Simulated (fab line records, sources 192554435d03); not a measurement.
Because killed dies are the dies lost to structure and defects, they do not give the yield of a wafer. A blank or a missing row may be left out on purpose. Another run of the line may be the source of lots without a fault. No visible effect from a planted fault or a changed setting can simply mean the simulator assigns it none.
Split-lot trial -- flow n5 finfet -- 21 wafers read across 7 lots, on a route 1938 steps long

SPLIT DETAILS
At N5_BEOL_M9_HM_DEP_02 (deposits TiN, target thk 20 nm), the setting target thk a was moved away from the recipe's 200 angstrom on 11 of the 21 wafers read, by -13.3% to +13.3%. This setting was run at the recipe's value on the other wafers.

The split's own step is where the reading is taken.

THE READING
TiN_of_BEOL_M9_HM_DEP_02.thk nm (the simulator's own value, which no gauge read), in nm, at N5_BEOL_M9_HM_DEP_02 (deposits TiN, target thk 20 nm). The file does not state a usual value for it. The 10 wafers here that ran the recipe average 20.0 nm, standard deviation 0.19 nm.

wafer,"tool, chamber at the split","target thk a as run, angstrom",against the recipe,"TiN_of_BEOL_M9_HM_DEP_02.thk nm, nm",against lot-mates on the recipe
L078.1,"pvd sputter-02, -",178.4,-10.8%,18.2,-2.2
L078.2,"pvd sputter-02, -",178.4,-10.8%,18.2,-2.2
L078.5,"pvd sputter-02, -",200,recipe,20.4,-
L083.1,"pvd sputter-02, -",200,recipe,20,-
L083.4,"pvd sputter-02, -",200,recipe,20,-
L083.6,"pvd sputter-02, -",200,recipe,20,-
L084.1,"pvd sputter-01, -",181.8,-9.1%,18.6,-1.6
L084.3,"pvd sputter-01, -",200,recipe,20.2,-
L084.6,"pvd sputter-01, -",181.8,-9.1%,18.4,-1.8
L085.4,"pvd sputter-02, -",173.4,-13.3%,17.4,-2.4
L085.5,"pvd sputter-02, -",200,recipe,19.8,-
L085.6,"pvd sputter-02, -",173.4,-13.3%,17.2,-2.6
L093.1,"pvd sputter-02, -",200,recipe,20,-
L093.4,"pvd sputter-02, -",226.7,+13.3%,22.2,+2.2
L093.5,"pvd sputter-02, -",226.7,+13.3%,22.2,+2.2
L094.1,"pvd sputter-03, -",184.2,-7.9%,18.4,-1.4
L094.2,"pvd sputter-03, -",200,recipe,19.8,-
L094.3,"pvd sputter-03, -",184.2,-7.9%,18,-1.8
L097.2,"pvd sputter-03, -",200,recipe,19.8,-
L097.4,"pvd sputter-03, -",200,recipe,19.8,-
L097.3,"pvd sputter-03, -",179.7,-10.2%,17.8,-2.0

THE FIT
A straight line over all 21 wafers: TiN_of_BEOL_M9_HM_DEP_02.thk nm changes by +0.181 nm for each +1% of target thk a; r = +0.99; the points scatter about the line by 0.24 nm.
The same after taking each lot's own level away (the mean of its wafers on the recipe; 21 wafers): +0.183 nm for each +1%; r = +1.00; scatter 0.13 nm.
Per that fit: largest target thk a move, reading shift of 2.4 nm.
From 19.80 to 20.40 nm: that is the span of the lots' own levels, equal to 3.2 times the standard deviation above.
The two slopes are in agreement: the lot-to-lot level therefore moves the slope only a little.
Check: for one of the wafers moved furthest among these (+13.3%), held out of the fit, the line's prediction against its lot-mates is +2.43 nm. It came out at +2.2 nm against them.

THESE WAFERS: OTHER SPLITS
Note: prior to the reading, these wafers also went through further splits. Each is held against what the fit with the lots' levels taken away leaves over:
other split on the same wafers,wafers away from the commonest value,r with TiN_of_BEOL_M9_HM_DEP_02.thk nm (lot level and that fit taken away)
N5_BEOL_M5_COAT_05 spin rpm,11,-0.05
N5_BEOL_M7_PECVD_70 temp c,5,-0.30
N5_BEOL_M7_EXPOSE_25 dose mj,6,-0.20
N5_BEOL_M7_ETCH_66 bias w,3,-0.14

FILE'S OWN FIT
TiN_of_BEOL_M9_HM_DEP_02.thk nm changes by +0.187 nm for each +1% of target thk a, r = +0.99.
